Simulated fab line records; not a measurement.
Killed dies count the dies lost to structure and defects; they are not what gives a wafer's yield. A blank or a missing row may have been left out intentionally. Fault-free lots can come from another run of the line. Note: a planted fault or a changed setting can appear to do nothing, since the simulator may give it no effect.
Tool commonality check | flow nand_harc | 12 lots, 36 wafers sampled

== REASON FOR OPENING ==
At NHARC_A_ONON_D1_THK_MEAS_02 the reading thk_nm is flagged on 2 of 12 lots. Fault-free wafers read 1000 nm, with a standard deviation of 9.7.
Rule: flag the lot when none of its wafers has a number, or when each of its wafers that has one lies beyond 4 standard deviations from that mean. All remaining lots are regarded as sound.

lot  | measured     | on            | thk_nm (nm), wafer by wafer | flag
L612 | day 7 12:35  | film_metro-01 | 991 991 992                 |
L613 | day 8 04:55  | film_metro-02 | 1003 1003 1004              |
L614 | day 8 04:55  | film_metro-01 | 1019 1016 1016              |
L615 | day 8 04:55  | film_metro-02 | 1007 1006 1006              |
L619 | day 9 07:35  | film_metro-02 | 994 996 993                 |
L620 | day 9 11:54  | film_metro-01 | 1017 1016 1017              |
L621 | day 9 23:41  | film_metro-01 | 993 992 989                 |
L625 | day 10 18:20 | film_metro-01 | 992 993 993                 |
L624 | day 10 18:20 | film_metro-02 | 683 687 686                 | FLAGGED
L627 | day 11 12:53 | film_metro-01 | 685 686 684                 | FLAGGED
L633 | day 12 17:47 | film_metro-01 | 993 994 993                 |
L634 | day 13 09:16 | film_metro-02 | 1015 1014 1013              |
On average the flagged lots' numbers are 685 nm, which is -315 nm against the usual, or -32 standard deviations.

== LOT BY LOT: THE TOOL USED ==
Before the reading, the record contains 2 process steps out of a 1159-step route. Every cell lists first the tool, next ch and the chambers used by the sampled wafers, and last the start.
lot  | flag    | NHARC_A_ZERO_WELL_DESCUM_12        | NHARC_A_ONON_D1_DEP_00
L612 |         | rie_diel-06 ch 0,2, day 6 13:18    | pecvd_onon-02 ch 0, day 7 12:08
L613 |         | rie_diel-08 ch 0,2,3, day 7 03:38  | pecvd_onon-02 ch 0, day 8 04:28
L614 |         | rie_diel-08 ch 1,3, day 7 05:35    | pecvd_onon-04 ch 0, day 8 04:24
L615 |         | rie_diel-06 ch 0,2, day 7 06:02    | pecvd_onon-03 ch 0, day 8 04:28
L619 |         | rie_diel-08 ch 0,3, day 8 08:53    | pecvd_onon-04 ch 0, day 9 07:11
L620 |         | rie_diel-06 ch 0,2,3, day 8 13:22  | pecvd_onon-03 ch 0, day 9 11:23
L621 |         | rie_diel-08 ch 0,1,2, day 8 22:25  | pecvd_onon-04 ch 0, day 9 23:10
L625 |         | rie_diel-06 ch 0,1,3, day 9 21:52  | pecvd_onon-02 ch 0, day 10 17:59
L624 | FLAGGED | rie_diel-10 ch 0,3, day 9 19:44    | pecvd_onon-04 ch 0, day 10 17:53
L627 | FLAGGED | rie_diel-08 ch 1,2, day 10 12:54   | pecvd_onon-04 ch 0, day 11 12:23
L633 |         | rie_diel-06 ch 0,1, day 11 18:41   | pecvd_onon-03 ch 0, day 12 17:16
L634 |         | rie_diel-06 ch 1,2,3, day 12 09:22 | pecvd_onon-03 ch 0, day 13 08:44
What is done by these steps:
- NHARC_A_ZERO_WELL_DESCUM_12: chemistry O2, time 3 s.
- NHARC_A_ONON_D1_DEP_00: target thk 1000 nm.
- NHARC_A_ONON_D1_THK_MEAS_02: measures by ellipsometry.

== FLAGGED AGAINST TOTAL, ONE TOOL AT A TIME (gauges that did the reading follow at the end) ==
step                        | tool          | lots run | flagged | share of the flagged lots | sound lots run after its first flagged lot
NHARC_A_ZERO_WELL_DESCUM_12 | rie_diel-06   | 6        | 0       | none                      | -
NHARC_A_ZERO_WELL_DESCUM_12 | rie_diel-08   | 5        | 1       | some                      | 0
NHARC_A_ZERO_WELL_DESCUM_12 | rie_diel-10   | 1        | 1       | some                      | 0
NHARC_A_ONON_D1_DEP_00      | pecvd_onon-02 | 3        | 0       | none                      | -
NHARC_A_ONON_D1_DEP_00      | pecvd_onon-03 | 4        | 0       | none                      | -
NHARC_A_ONON_D1_DEP_00      | pecvd_onon-04 | 5        | 2       | all                       | 0
NHARC_A_ONON_D1_THK_MEAS_02 | film_metro-01 | 7        | 1       | some                      | 1 (L633)
NHARC_A_ONON_D1_THK_MEAS_02 | film_metro-02 | 5        | 1       | some                      | 1 (L634)

== WHAT THE TABLE ALLOWS ==
In the table, 1 row covers all flagged lots: pecvd_onon-04 at NHARC_A_ONON_D1_DEP_00.
- pecvd_onon-04 at NHARC_A_ONON_D1_DEP_00: 2 of its 5 lots flagged. It ran its last sound lot, L621, at day 9 23:10 and its first flagged lot, L624, at day 10 17:53: a fault with its onset between the two fits.
Left over: one tool, pecvd_onon-04 at NHARC_A_ONON_D1_DEP_00.

== WHAT THE SIMULATOR PUT IN ==
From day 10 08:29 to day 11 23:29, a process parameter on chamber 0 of pecvd_onon-04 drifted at NHARC_A_ONON_D1_DEP_00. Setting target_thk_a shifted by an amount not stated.
Lots struck among those shown: L624, L627. Same finding as the rule above.
